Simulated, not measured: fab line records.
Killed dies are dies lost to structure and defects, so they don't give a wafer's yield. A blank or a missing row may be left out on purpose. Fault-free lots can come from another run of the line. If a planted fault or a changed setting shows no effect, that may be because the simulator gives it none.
Problem report in the 8D (eight disciplines) form, filled by code || flow n5_finfet || the parts of the form that need people (team, actions taken, sign-off) are left out

== 1. PROBLEM STATEMENT ==
Wafers without a fault read 300.00 C, standard deviation 0.19; susceptor_temp_C at N5_BEOL_M5_ILD_DEP_00 reads a mean of 296.76 C on 6 wafers belonging to 2 lots. That puts it -17 standard deviations away from the usual mean.
The step: deposits SiCOH lowk from DEMS/porogen, target thk 140.64 nm, time 25.9 s.
First seen on wafer L354.2, day 10 03:04, on pecvd-03. Wafers with a number at this step in the record: 30, from 10 lots. The rule behind "out" and "out of limits": a value lying over 4 standard deviations away from the usual mean. All remaining wafers that have a number are taken as sound.

== 2. WHAT IT IS, AND WHAT IT ISN'T ==
{"question": "which readings at this step", "is": "susceptor_temp_C", "is not": "heater_power_w, showerhead_plenum_p_Torr, throttle_valve_pct"}
{"question": "which lots", "is": "L354, L355", "is not": "L352, L358, L361, L362, L363, L365, L366, L367"}
{"question": "which wafers of those lots", "is": "all that have a number", "is not": "-"}
{"question": "read on which tools", "is": "pecvd-03", "is not": "pecvd-02, pecvd-04"}
{"question": "when", "is": "from day 10 03:04", "is not": "up to then (3 sound wafers); but 21 sound wafers of L358, L361, L362, L363, L365, L366, L367 came after"}

== 3. WHAT RULES OUT EACH SUSPECT ==
Counting: a tool at a process step up to the reading stays a suspect if it ran every lot that is out and no sound lot after the first of them.
- rie_diel-06 at N5_BEOL_M4_ETCH_70 (etches SOC in N2/H2, target depth 80 nm, overetch 24 nm, time 130 s): ruled out as a lasting fault. Following L354 (day 9 18:16), the first lot on it that is out, the sound lots L365, L367 were run on it.
- rie_diel-06 at N5_BEOL_M4_STRIP_36 (strips in N2/H2): ruled out as a lasting fault. Following L354 (day 9 18:26), the first lot on it that is out, the sound lots L365, L367 were run on it.
- pvd_sputter-03 at N5_BEOL_M4_ANNEAL_80 (time 240 s): ruled out as a lasting fault. Following L354 (day 9 22:01), the first lot on it that is out, the sound lots L361, L365 were run on it.
- pecvd-03 at N5_BEOL_M5_ILD_DEP_00 (deposits SiCOH lowk from DEMS/porogen, target thk 140.64 nm, time 25.9 s): ruled out as a lasting fault. Following L354 (day 10 03:04), the first lot on it that is out, the sound lots L365, L366 were run on it.
Left after counting: nothing in the record.

== 4. THE CAUSE (what the simulator had put in) ==
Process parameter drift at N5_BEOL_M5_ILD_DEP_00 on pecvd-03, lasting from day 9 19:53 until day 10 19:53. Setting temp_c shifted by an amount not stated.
Counting ruled it out, wrongly.

== 5. SEQUENCE OF EFFECTS, ordered by route ==
One row per reading whose mean, taken over the struck wafers that have a number, lies over 3 standard deviations from the usual. Readings are gone through only where the record gives a usual standard deviation; hours: the median, over the lots, of the time from a lot's start at the first step in this table giving one to that lot's start at this step; sigmas: the change measured in usual standard deviations.
{"hours": 0, "step": "N5_BEOL_M5_ILD_DEP_00", "reading": "susceptor_temp_C", "usual": "300.00 C", "on struck wafers": 296.76, "change": -3.24, "sigmas": -17}
Process steps it contains:
- N5_BEOL_M5_ILD_DEP_00: deposits SiCOH lowk from DEMS/porogen, target thk 140.64 nm, time 25.9 s.

== 6. WHAT WOULD HAVE CAUGHT IT SOONER ==
7 hours passed between the start of the fault at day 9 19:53 and the first reading out of limits in this record, taken at day 10 03:04.
